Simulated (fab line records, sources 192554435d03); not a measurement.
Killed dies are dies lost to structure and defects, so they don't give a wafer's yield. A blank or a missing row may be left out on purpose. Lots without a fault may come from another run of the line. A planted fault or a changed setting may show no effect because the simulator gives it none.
One fault seen from 2 desks | flow n5_finfet | each desk has only its own numbers; what lay behind them comes last

THE METROLOGY DESK
What the gauges read, lot by lot, whatever tool the lot ran on: means of the sampled wafers that have a number. A lot is out of limits, marked OUT, if its mean lies more than 4 standard deviations from the usual mean; the brackets give that distance.
Columns: A = M13_RS at N5_BEOL_M13_RS_MEAS_54, usual 0.0453 ohm/sq; B = cd_nm at N5_BEOL_M14_CD_MEAS_17, usual 252.4 nm
lot  | first seen here | A      | B
L995 | day 11 08:25    | 0.0445 | 253.1
L996 | day 11 16:47    | 0.0454 | 252.3
L998 | day 11 21:55    | 0.0452 | 248.9
L999 | day 12 11:49    | 0.0447 | 248.3
L100 | day 12 17:10    | 0.0445 | 251.2
L103 | day 14 17:25    | 0.0457 | 255.3
L106 | day 14 21:34    | 0.0451 | 255.5
L105 | day 15 07:48    | 0.0452 | 255.3
L114 | day 17 04:39    | 0.0450 | 258.6
L113 | day 17 05:45    | 0.0457 | 259.6
This desk's finding: nothing out of limits on any of the 10 lots.

THE TOOL OWNER'S DESK: rie_diel-02
The tool's own readings at N5_BEOL_M14_ETCH_59 (etches BARC in N2/H2, target depth 89 nm, overetch 26.7 nm, time 67.9 s): means of the sampled wafers that have a number, for each lot that ran on this tool. A lot is out of limits, marked OUT, if its mean lies more than 4 standard deviations from the usual mean; the brackets give that distance.
Columns: A = drypump_motor_current_A at N5_BEOL_M14_ETCH_59, usual 5.9 A; B = oes_product_au at N5_BEOL_M14_ETCH_59, usual 0.66 a.u.; C = rf_vpp_V at N5_BEOL_M14_ETCH_59, usual 523.8 V; D = showerhead_plenum_p_Torr at N5_BEOL_M14_ETCH_59, usual 2.53 Torr; E = throttle_valve_pct at N5_BEOL_M14_ETCH_59, usual 17.85 %
lot  | first seen here | A   | B    | C     | D    | E
L103 | day 14 18:22    | 5.8 | 0.63 | 524.0 | 2.52 | 17.91
L106 | day 14 22:23    | 6.0 | 0.71 | 525.2 | 2.55 | 17.63
L105 | day 15 08:39    | 6.2 | 0.64 | 524.4 | 2.56 | 17.80
L114 | day 17 05:22    | 6.2 | 0.63 | 525.4 | 2.57 | 17.71
L113 | day 17 06:47    | 5.7 | 0.69 | 523.6 | 2.49 | 17.74
This desk's finding: nothing out of limits on any of the 5 lots.

PUT TOGETHER
The metrology desk saw nothing out of limits.
The tool owner's desk saw nothing out of limits.

WHAT THE SIMULATOR HAD PUT IN
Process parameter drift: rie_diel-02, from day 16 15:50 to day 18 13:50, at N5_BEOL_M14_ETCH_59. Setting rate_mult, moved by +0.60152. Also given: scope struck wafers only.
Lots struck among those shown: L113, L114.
